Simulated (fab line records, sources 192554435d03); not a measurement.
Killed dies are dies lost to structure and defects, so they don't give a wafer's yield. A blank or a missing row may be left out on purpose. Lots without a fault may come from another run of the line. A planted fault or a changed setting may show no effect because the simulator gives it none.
Split-lot experiment | flow n5_finfet | 7 lots, 39 wafers read, on a route of 1938 steps

THE SPLIT
At N5_DUMMY_GATE_EXPOSE_12 (exposes mask GATE, target cd 25 nm), the setting dose_mj was moved away from the recipe's 34 on 18 of the 39 wafers read, by +2.1% to +7.4%. The other wafers ran this setting at the recipe's value.

FROM THE SPLIT TO THE READING: what the file shows between them, 2 steps
- N5_DUMMY_GATE_PEB_13: peb time 60 s
- N5_DUMMY_GATE_DEVELOP_14: develop time 30 s

THE READING
cd_nm, in nm, at N5_DUMMY_GATE_CD_MEAS_15 (target cd 25.8 nm). Fault-free wafers of this fab line usually give 24.98 nm, standard deviation 0.29 nm.

wafer  | tool, chamber at the split | dose_mj as run | against the recipe | cd_nm, nm | against lot-mates on the recipe
L079.1 | euv_scanner-01, 0          | 34             | recipe             | 25.07     | -
L079.2 | euv_scanner-01, 0          | 34.72          | +2.1%              | 24.71     | -0.53
L079.3 | euv_scanner-01, 0          | 34.72          | +2.1%              | 24.54     | -0.70
L079.4 | euv_scanner-01, 0          | 34             | recipe             | 25.86     | -
L079.5 | euv_scanner-01, 0          | 34.72          | +2.1%              | 24.70     | -0.54
L079.6 | euv_scanner-01, 0          | 34             | recipe             | 24.80     | -
L082.1 | euv_scanner-01, 0          | 36.13          | +6.3%              | 23.56     | -1.66
L082.2 | euv_scanner-01, 0          | 34             | recipe             | 24.88     | -
L082.3 | euv_scanner-01, 0          | 36.13          | +6.3%              | 23.73     | -1.49
L082.4 | euv_scanner-01, 0          | 34             | recipe             | 25.42     | -
L082.5 | euv_scanner-01, 0          | 34             | recipe             | 25.37     | -
L082.6 | euv_scanner-01, 0          | 36.13          | +6.3%              | 24.17     | -1.05
L083.1 | euv_scanner-02, 0          | 36.51          | +7.4%              | 23.61     | -1.43
L083.2 | euv_scanner-02, 0          | 34             | recipe             | 25.36     | -
L083.3 | euv_scanner-02, 0          | 36.51          | +7.4%              | 23.72     | -1.32
L083.4 | euv_scanner-02, 0          | 34             | recipe             | 24.95     | -
L083.5 | euv_scanner-02, 0          | 36.51          | +7.4%              | 23.44     | -1.60
L083.6 | euv_scanner-02, 0          | 34             | recipe             | 24.81     | -
L086.3 | euv_scanner-01, 0          | 34             | recipe             | 25.06     | -
L086.4 | euv_scanner-01, 0          | 34             | recipe             | 24.97     | -
L086.6 | euv_scanner-01, 0          | 34             | recipe             | 25.13     | -
L087.1 | euv_scanner-01, 0          | 34             | recipe             | 24.92     | -
L087.2 | euv_scanner-01, 0          | 34             | recipe             | 24.93     | -
L087.3 | euv_scanner-01, 0          | 35.48          | +4.4%              | 24.42     | -0.55
L087.4 | euv_scanner-01, 0          | 34             | recipe             | 25.05     | -
L087.5 | euv_scanner-01, 0          | 35.48          | +4.4%              | 24.17     | -0.80
L087.6 | euv_scanner-01, 0          | 35.48          | +4.4%              | 24.22     | -0.75
L091.1 | euv_scanner-01, 0          | 34.74          | +2.2%              | 24.06     | -0.86
L091.2 | euv_scanner-01, 0          | 34.74          | +2.2%              | 24.99     | +0.07
L091.3 | euv_scanner-01, 0          | 34             | recipe             | 25.16     | -
L091.4 | euv_scanner-01, 0          | 34.74          | +2.2%              | 24.68     | -0.24
L091.5 | euv_scanner-01, 0          | 34             | recipe             | 24.53     | -
L091.6 | euv_scanner-01, 0          | 34             | recipe             | 25.07     | -
L096.1 | euv_scanner-02, 0          | 34             | recipe             | 25.10     | -
L096.2 | euv_scanner-02, 0          | 34             | recipe             | 25.46     | -
L096.3 | euv_scanner-02, 0          | 35.42          | +4.2%              | 24.15     | -1.01
L096.4 | euv_scanner-02, 0          | 34             | recipe             | 24.92     | -
L096.5 | euv_scanner-02, 0          | 35.42          | +4.2%              | 24.64     | -0.52
L096.6 | euv_scanner-02, 0          | 35.42          | +4.2%              | 24.39     | -0.77

THE FIT
A straight line over all 39 wafers: cd_nm changes by -0.197 nm for each +1% of dose_mj; r = -0.89; the points scatter about the line by 0.26 nm.
The same after taking each lot's own level away (the mean of its wafers on the recipe; 39 wafers): -0.199 nm for each +1%; r = -0.90; scatter 0.26 nm.
On that fit, the largest move of dose_mj shifts the reading by 1.5 nm.
The lots' own levels span 24.920 to 25.243 nm, that is 1.1 times the standard deviation above.
So the lot-to-lot level changes the slope little: the two slopes agree.
Check: with one of the wafers moved furthest among these (+7.4%) left out of the fit, the line predicts -1.48 nm for it against its lot-mates. It came out at -1.43 nm against them.

THE FILE'S OWN FIT
cd_nm changes by -0.199 nm for each +1% of dose_mj, r = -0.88.
